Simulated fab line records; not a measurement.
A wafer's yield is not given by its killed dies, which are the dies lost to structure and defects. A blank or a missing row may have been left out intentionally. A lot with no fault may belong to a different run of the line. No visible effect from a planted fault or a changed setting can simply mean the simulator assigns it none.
A struck lot beside a sound one -- flow n5Finfet -- 37 steps out of a route of 1938
Sound: wafers L783.2, L783.5, L783.6. Wafers L792.1, L792.2, L792.4 were the ones struck. The cause is named last.
Per side, at each step with rows, come the tool, then ch with its chambers, and then its first start. Under that, the readings that differ: sound wafers -- struck wafers -- difference of the means -- sigmas: that difference in standard deviations of wafers without a fault.
alike: a reading whose means differ by less than 2 such deviations, as well as words and numbers matching on both sides. not compared: withheld readings; readings where some wafer has no value; bounds like >300 that might hide an equal value; numbers whose values overlap and for which the record gives no deviation.
The two part at a step that has a row with sigmas, a row that says differs or no value, or rows on one side only. Numbers that have no deviation but don't overlap get no sigmas and don't part them. A reading that every wafer of one side lacks parts them only if that side has two wafers or more.

first, 10 steps without rows for these wafers: N5_HKMG_FIN_WET_ETCH_73 (etches the open film in SC1, time 42.3 s, target depth 1.3 nm, rinse time 30 s); N5_HKMG_FIN_ETCHBACK_68 (etches the open film in Cl2/Ar, stops on HfO2, target depth 0.5 nm); N5_HKMG_FIN_STRIP_69 (strips in N2/H2, time 360 s); N5_HKMG_FIN_ALD_21 (deposits TiN, target thk 1.5 nm, pulse time 1 s, purge time 3 s); N5_HKMG_FIN_ALD_72 (deposits W, target thk 2 nm, pulse time 1 s, purge time 2 s); N5_HKMG_FIN_W_FILL_22 (material W, target thk 60 nm, time 18.2 s); N5_HKMG_FIN_PRECLEAN_83 (cleans in DIW, time 57.5 s); N5_HKMG_FIN_SRD_84 (dry time 32 s); N5_HKMG_FIN_CMP_23 (polishes, stops on SiNx, t overpolish 10 s, target thk 46.326 nm); N5_HKMG_FIN_CMP_94 (polishes, stops on SiNx, t overpolish 4.7 s, target thk 43.299 nm).
N5_GATE_CUT_ETCHBACK_00: etches W in SF6/Cl2.
  sound on rieMetal-03 ch 0,1, day 5 19:47; struck on rieMetal-01 ch 0,1, day 8 02:20
  alike: drypumpMotorCurrentA, oesProductAu, rfFwdPowerW, throttleValvePct
  not compared: rfHoursCounterH
then, 25 steps without rows for these wafers: N5_GATE_CUT_ETCH_56 (etches TiN in Cl2/Ar, target depth 21.6 nm); N5_GATE_CUT_ETCHBACK_30 (etches TiN in Cl2/Ar, target depth 3 nm); N5_GATE_CUT_VAPOR_ETCH_60 (etches HfO2 in BCl3/Cl2); N5_GATE_CUT_ETCH_58 (etches SiNx in CH3F/O2, target depth 17 nm, time 128.6 s); N5_GATE_CUT_STRIP_59 (strips in N2/H2, time 20 s); N5_GATE_CUT_PRECLEAN_31 (cleans in DIW, time 300 s); N5_GATE_CUT_SRD_32 (time 30 s); N5_GATE_CUT_SAC_CAP_01 (material SiNx, target thk 24 nm, pulse time 1 s, ald cycles 480); N5_GATE_CUT_PECVD_57 (deposits SiNx from SiH4/NH3/N2, target thk 21 nm); N5_GATE_CUT_CMP_02 (polishes, stops on SiO2, t overpolish 12.7 s, target thk 0 nm); N5_GATE_CUT_HM_DEP_46 (deposits SiO2 from TEOS/O2, target thk 130 nm, time 26.6 s); N5_GATE_CUT_COAT_34 (time 60 s, resist thk 60 nm); N5_GATE_CUT_COAT_35 (time 60 s, resist thk 10 nm); N5_GATE_CUT_COAT_27 (time 60 s, resist thk 10 nm); N5_GATE_CUT_COAT_07 (resist thk 30 nm); N5_GATE_CUT_EBR_09; N5_GATE_CUT_SOFTBAKE_08 (time 60 s); N5_GATE_CUT_EXPOSE_10 (exposes mask GATE CUT, target cd 20 nm); N5_GATE_CUT_PEB_11 (peb time 60 s); N5_GATE_CUT_DEVELOP_12 (develop time 30 s); N5_GATE_CUT_DESCUM_18 (chemistry O2, time 7 s); N5_GATE_CUT_ETCH_28 (etches underlayer in N2/H2, target depth 13 nm, time 10.4 s); N5_GATE_CUT_ETCH_36 (etches SiARC in CF4, target depth 13 nm, time 21.7 s); N5_GATE_CUT_ETCH_37 (etches SOC in N2/H2, target depth 60 nm, overetch 12 nm, time 90 s); N5_GATE_CUT_STRIP_38 (strips in N2/H2).
-- the record jumps here: 9 days lie between the struck wafers' starts before and after (it left off in module GATE_CUT and takes up again in module PASSIVATION, whose first step shown is number 1936 of the route) --
N5_PASSIVATION_PROBE_49:
  record: rows for the struck wafers here (prober-01, day 16 15:03), none for the sound ones

## WHERE THEY PART
Only at N5_PASSIVATION_PROBE_49, as far as this record shows.

WHY: whatever the simulator had introduced
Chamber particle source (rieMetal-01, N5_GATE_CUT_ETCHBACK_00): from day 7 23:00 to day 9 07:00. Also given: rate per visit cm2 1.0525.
